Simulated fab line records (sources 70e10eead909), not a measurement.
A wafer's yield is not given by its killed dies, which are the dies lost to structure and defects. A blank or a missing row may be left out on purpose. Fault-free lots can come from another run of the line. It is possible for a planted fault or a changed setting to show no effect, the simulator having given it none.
Matching of chambers / flow nand-harc / 4 sister chambers for NHARC_HYBRID_BOND_ACTIVATE_00 on rie-diel-10
The step chemistry N2, time 60 s. 20 wafers are shown with their chamber, then 10 later ones without.

## EACH WAFER AND ITS CHAMBER
wafer=L545.1; chamber=2; showerhead-plenum-p-Torr (Torr)=1.71; drypump-motor-current-A (A)=4.7; rf-vpp-V (V)=64.0
wafer=L545.3; chamber=1; showerhead-plenum-p-Torr (Torr)=1.81; drypump-motor-current-A (A)=5.5; rf-vpp-V (V)=65.2
wafer=L545.6; chamber=1; showerhead-plenum-p-Torr (Torr)=1.82; drypump-motor-current-A (A)=5.5; rf-vpp-V (V)=65.1
wafer=L548.1; chamber=1; showerhead-plenum-p-Torr (Torr)=1.81; drypump-motor-current-A (A)=5.4; rf-vpp-V (V)=64.3
wafer=L548.2; chamber=3; showerhead-plenum-p-Torr (Torr)=1.76; drypump-motor-current-A (A)=5.7; rf-vpp-V (V)=63.0
wafer=L548.3; chamber=2; showerhead-plenum-p-Torr (Torr)=1.71; drypump-motor-current-A (A)=4.7; rf-vpp-V (V)=64.0
wafer=L547.2; chamber=2; showerhead-plenum-p-Torr (Torr)=1.71; drypump-motor-current-A (A)=4.7; rf-vpp-V (V)=63.7
wafer=L547.3; chamber=0; showerhead-plenum-p-Torr (Torr)=1.85; drypump-motor-current-A (A)=5.8; rf-vpp-V (V)=64.7
wafer=L547.5; chamber=0; showerhead-plenum-p-Torr (Torr)=1.85; drypump-motor-current-A (A)=5.8; rf-vpp-V (V)=64.8
wafer=L549.2; chamber=1; showerhead-plenum-p-Torr (Torr)=1.81; drypump-motor-current-A (A)=5.4; rf-vpp-V (V)=64.2
wafer=L549.4; chamber=3; showerhead-plenum-p-Torr (Torr)=1.76; drypump-motor-current-A (A)=5.7; rf-vpp-V (V)=62.6
wafer=L549.6; chamber=1; showerhead-plenum-p-Torr (Torr)=1.81; drypump-motor-current-A (A)=5.4; rf-vpp-V (V)=65.0
wafer=L555.3; chamber=0; showerhead-plenum-p-Torr (Torr)=1.85; drypump-motor-current-A (A)=5.8; rf-vpp-V (V)=65.4
wafer=L555.5; chamber=2; showerhead-plenum-p-Torr (Torr)=1.71; drypump-motor-current-A (A)=4.7; rf-vpp-V (V)=64.8
wafer=L555.6; chamber=3; showerhead-plenum-p-Torr (Torr)=1.76; drypump-motor-current-A (A)=5.7; rf-vpp-V (V)=63.1
wafer=L558.1; chamber=0; showerhead-plenum-p-Torr (Torr)=1.85; drypump-motor-current-A (A)=5.8; rf-vpp-V (V)=63.2
wafer=L558.3; chamber=1; showerhead-plenum-p-Torr (Torr)=1.81; drypump-motor-current-A (A)=5.5; rf-vpp-V (V)=63.6
wafer=L558.6; chamber=1; showerhead-plenum-p-Torr (Torr)=1.81; drypump-motor-current-A (A)=5.5; rf-vpp-V (V)=65.6
wafer=L559.4; chamber=0; showerhead-plenum-p-Torr (Torr)=1.85; drypump-motor-current-A (A)=5.9; rf-vpp-V (V)=65.3
wafer=L559.5; chamber=2; showerhead-plenum-p-Torr (Torr)=1.71; drypump-motor-current-A (A)=4.7; rf-vpp-V (V)=62.8

SIGNATURES (means of the wafers above)
reading=showerhead-plenum-p-Torr; chamber 0=1.8500; chamber 1=1.8114; chamber 2=1.7100; chamber 3=1.7600; scatter within a chamber=0.00231
reading=drypump-motor-current-A; chamber 0=5.820; chamber 1=5.457; chamber 2=4.700; chamber 3=5.700; scatter within a chamber=0.0396
reading=rf-vpp-V; chamber 0=64.680; chamber 1=64.714; chamber 2=63.860; chamber 3=62.900; scatter within a chamber=0.718
Rule: for a wafer and a chamber, the distance is found by dividing, reading by reading, the gap between the wafer's reading and the chamber's mean by the reading's scatter, squaring, summing and taking the root. If the next closest chamber is less than 2 further off than the closest, the wafer can't be placed; otherwise it belongs to the closest. How the scatter is found: for the shown wafers, subtract from each reading the mean of its chamber, square and add these, divide the total by (wafers less chambers), then take the root.

## WAFERS WITHOUT THEIR CHAMBER
wafer=L559.6; showerhead-plenum-p-Torr (Torr)=1.81; drypump-motor-current-A (A)=5.4; rf-vpp-V (V)=65.8
wafer=L562.3; showerhead-plenum-p-Torr (Torr)=1.71; drypump-motor-current-A (A)=4.7; rf-vpp-V (V)=63.5
wafer=L562.5; showerhead-plenum-p-Torr (Torr)=1.71; drypump-motor-current-A (A)=4.7; rf-vpp-V (V)=63.9
wafer=L562.6; showerhead-plenum-p-Torr (Torr)=1.81; drypump-motor-current-A (A)=5.4; rf-vpp-V (V)=64.1
wafer=L563.3; showerhead-plenum-p-Torr (Torr)=1.76; drypump-motor-current-A (A)=5.7; rf-vpp-V (V)=63.8
wafer=L563.5; showerhead-plenum-p-Torr (Torr)=1.71; drypump-motor-current-A (A)=4.7; rf-vpp-V (V)=64.1
wafer=L563.6; showerhead-plenum-p-Torr (Torr)=1.81; drypump-motor-current-A (A)=5.5; rf-vpp-V (V)=65.1
wafer=L567.1; showerhead-plenum-p-Torr (Torr)=1.76; drypump-motor-current-A (A)=5.7; rf-vpp-V (V)=62.2
wafer=L567.2; showerhead-plenum-p-Torr (Torr)=1.84; drypump-motor-current-A (A)=5.8; rf-vpp-V (V)=63.7
wafer=L567.3; showerhead-plenum-p-Torr (Torr)=1.71; drypump-motor-current-A (A)=4.7; rf-vpp-V (V)=64.0

## EACH ONE'S CHAMBER
wafer=L559.6; from the rows above=1; in truth=1
wafer=L562.3; from the rows above=2; in truth=2
wafer=L562.5; from the rows above=2; in truth=2
wafer=L562.6; from the rows above=1; in truth=1
wafer=L563.3; from the rows above=3; in truth=3
wafer=L563.5; from the rows above=2; in truth=2
wafer=L563.6; from the rows above=1; in truth=1
wafer=L567.1; from the rows above=3; in truth=3
wafer=L567.2; from the rows above=0; in truth=0
wafer=L567.3; from the rows above=2; in truth=2
Placed correctly: 10 of 10. Not placeable from these rows: 0. Number placed wrongly: 0.
